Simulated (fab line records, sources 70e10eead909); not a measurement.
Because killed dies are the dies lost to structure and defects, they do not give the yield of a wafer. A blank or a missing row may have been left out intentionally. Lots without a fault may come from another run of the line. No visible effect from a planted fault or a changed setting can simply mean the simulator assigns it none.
What tool caused it?    flow nandHarc    14 lots, 42 wafers sampled, at 6 steps of a route of 1159

## WHAT THE GAUGES SHOWED, per wafer
NHARC_A_CONTACT_OVL_MEAS_09. Usual: overlayXNm 0.0 nm, standard deviation 0.67; overlayYNm -0.1 nm, standard deviation 0.66.
lot   measured      on          overlayXNm (nm)  overlayYNm (nm)  flag
L557  day 16 19:56  overlay-02  0.6 0.2 0.5      0.5 0.7 0.4      
L560  day 17 04:26  overlay-01  0.3 0.5 0.5      -0.3 -0.2 0.2    
L558  day 17 08:50  overlay-02  -1.7 -1.0 -0.6   -0.5 -0.6 -0.2   
L561  day 17 11:04  overlay-02  0.4 0.0 0.2      -0.2 -0.1 0.1    
L563  day 17 21:49  overlay-01  0.4 1.1 0.2      0.0 0.1 0.3      
L564  day 18 14:25  overlay-02  -0.8 -0.6 -1.6   0.0 0.1 0.6      
L565  day 18 22:11  overlay-02  -0.5 -0.6 -0.4   0.5 0.4 0.9      
L566  day 19 01:41  overlay-01  -0.3 -0.3 -0.4   -0.5 -0.2 -0.7   
L569  day 19 22:40  overlay-01  0.1 0.0 0.2      0.0 0.2 -0.2     
L572  day 20 13:08  overlay-01  0.7 0.9 0.5      -0.7 -0.3 -0.2   
L574  day 21 01:19  overlay-02  -0.7 -0.4 -0.4   0.2 0.8 1.0      
L578  day 22 07:10  overlay-02  -1.0 -1.1 -1.3   -1.1 -0.9 -1.6   
L577  day 22 10:19  overlay-02  1.3 0.4 0.5      -0.5 -1.4 -1.2   
L580  day 22 16:15  overlay-01  0.5 -0.6 -0.6    -0.2 -0.4 -0.5   

NHARC_A_CONTACT_INSPECT_10. Usual: 28 for rawDefectCount, sd 14.
lot   measured      on                rawDefectCount  flag
L557  day 16 19:58  defectInspect-02  8 9 16          
L560  day 17 04:28  defectInspect-01  14 7 19         
L558  day 17 08:53  defectInspect-02  30 50 38        
L561  day 17 11:05  defectInspect-01  8 6 10          
L563  day 17 21:52  defectInspect-01  13 11 15        
L564  day 18 14:26  defectInspect-01  19 18 23        
L565  day 18 22:13  defectInspect-02  46 34 38        
L566  day 19 01:44  defectInspect-01  10 8 11         
L569  day 19 22:42  defectInspect-01  31 38 36        
L572  day 20 13:11  defectInspect-01  33 34 25        
L574  day 21 01:22  defectInspect-01  34 44 50        
L578  day 22 07:13  defectInspect-01  514 514 557     OFF
L577  day 22 10:21  defectInspect-02  522 508 533     OFF
L580  day 22 16:17  defectInspect-02  40 45 34        

NHARC_END_SORT_01. Usual: killedAtArray 27, standard deviation 11; killedAtOther 0.7, standard deviation 0.93; killedAtPeriphery 2.9, standard deviation 1.9; killedDies 30, standard deviation 11; killedOpen 3.1, standard deviation 1.7; killedShort 1.9, standard deviation 1.3.
lot   measured      on         killedAtArray  killedAtOther  killedAtPeriphery  killedDies  killedOpen  killedShort  flag
L566  day 21 09:38  prober-02  16 13 14       1 0 1          2 4 3              19 17 18    2 2 5       3 2 0        
L569  day 22 02:30  prober-02  25 35 30       0 0 0          1 2 3              26 37 33    4 3 7       0 2 2        
L572  day 23 06:32  prober-02  30 23 25       2 2 0          2 1 1              34 26 26    4 4 3       0 0 3        
L578  day 24 16:22  prober-01  62 60 73       1 0 0          5 3 1              68 63 74    5 6 4       1 1 2        OFF
L577  day 24 17:58  prober-02  51 55 55       1 1 0          1 3 2              53 59 57    3 3 4       1 1 2        

## TOOL THAT RAN EACH LOT (tool first, then ch and the chambers of the sampled wafers, then the start)
lot   NHARC_A_CONTACT_DEP_84        NHARC_A_CONTACT_ETCH_134            NHARC_A_CONTACT_ETCH_136
L557  aclDep-01 ch 0, day 16 17:46  harCapEtch-02 ch 0,1, day 16 21:46  harCapEtch-02 ch 0,1, day 16 22:05
L560  aclDep-03 ch 0, day 17 02:23  harCapEtch-03 ch 0,1, day 17 05:59  harCapEtch-03 ch 0,1, day 17 06:17
L558  aclDep-02 ch 0, day 17 07:05  harCapEtch-01 ch 0,1, day 17 09:56  harCapEtch-01 ch 0,1, day 17 10:25
L561  aclDep-01 ch 0, day 17 09:31  harCapEtch-03 ch 0,1, day 17 12:20  harCapEtch-03 ch 0,1, day 17 12:44
L563  aclDep-03 ch 0, day 17 19:52  harCapEtch-01 ch 0,1, day 17 22:56  harCapEtch-01 ch 0,1, day 17 23:30
L564  aclDep-03 ch 0, day 18 12:04  harCapEtch-03 ch 1, day 18 15:45    harCapEtch-03 ch 1, day 18 16:11
L565  aclDep-03 ch 0, day 18 20:18  harCapEtch-01 ch 0,1, day 18 23:16  harCapEtch-01 ch 0,1, day 18 23:35
L566  aclDep-01 ch 0, day 18 23:48  harCapEtch-03 ch 0,1, day 19 03:26  harCapEtch-03 ch 0,1, day 19 03:45
L569  aclDep-01 ch 0, day 19 20:42  harCapEtch-01 ch 0,1, day 19 23:50  harCapEtch-01 ch 0,1, day 20 00:10
L572  aclDep-02 ch 0, day 20 11:04  harCapEtch-02 ch 0,1, day 20 14:17  harCapEtch-02 ch 0,1, day 20 14:37
L574  aclDep-02 ch 0, day 20 23:34  harCapEtch-01 ch 0,1, day 21 02:26  harCapEtch-01 ch 0,1, day 21 03:18
L578  aclDep-01 ch 0, day 22 05:19  harCapEtch-02 ch 0,1, day 22 08:47  harCapEtch-02 ch 0,1, day 22 09:07
L577  aclDep-01 ch 0, day 22 08:40  harCapEtch-02 ch 0,1, day 22 11:38  harCapEtch-02 ch 0,1, day 22 11:55
L580  aclDep-03 ch 0, day 22 14:19  harCapEtch-03 ch 0,1, day 22 17:24  harCapEtch-03 ch 0,1, day 22 17:41
- NHARC_A_CONTACT_DEP_84: deposits aC, target thk 2000 nm.
- NHARC_A_CONTACT_ETCH_134: etches the open film in C4F8/O2/Ar, time 140 s, target depth 700 nm.
- NHARC_A_CONTACT_ETCH_136: etches the open film in C4F8/O2/Ar, time 132 s, target depth 1287 nm.

## AS READ BY THE TOOLS THEMSELVES (means over the sampled wafers that have a number; for cases with no such wafer, the mark the record gives instead)
NHARC_A_CONTACT_DEP_84. Usual: 34.998 % for throttleValvePct, sd 0.0094.
lot   tool       throttleValvePct (%)  flag
L557  aclDep-01  35.011                
L560  aclDep-03  34.993                
L558  aclDep-02  34.999                
L561  aclDep-01  34.990                
L563  aclDep-03  34.998                
L564  aclDep-03  34.990                
L565  aclDep-03  35.002                
L566  aclDep-01  35.001                
L569  aclDep-01  34.991                
L572  aclDep-02  34.996                
L574  aclDep-02  34.997                
L578  aclDep-01  35.005                
L577  aclDep-01  34.995                
L580  aclDep-03  34.994                

## THE ANSWER, worked out from the rows above alone
Rule: a lot counts as off when the mean over its wafers that have a number is more than 3 standard deviations away from the usual mean. A lot without any number at a reading at which 4 lots or more have one is off too. The other lots that the step has rows for count as sound. First the gauges in route order, then the tools' own readings, where a lot's mean is used as printed above. The first step at which some lot is off is used, and at that step the reading that is off furthest; a lot without a number counts as furthest.
Off at NHARC_A_CONTACT_INSPECT_10 (rawDefectCount): L578, L577.
If a tool, at a process step before that reading, ran all the lots that are off and no sound lot after the first of them, it fits. The gauges at NHARC_A_CONTACT_INSPECT_10 are tried like those tools. One fits: NHARC_A_CONTACT_DEP_84 on aclDep-01. A fault onset in the window from L569 (day 19 20:42, its last sound lot) to L578 (day 22 05:19, its first lot off) fits.

## WHAT THE SIMULATOR PUT IN
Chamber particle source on aclDep-01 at NHARC_A_CONTACT_DEP_84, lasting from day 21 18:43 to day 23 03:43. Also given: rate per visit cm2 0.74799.
Lots struck among those shown: L578, L577. The rule above reached the same finding.
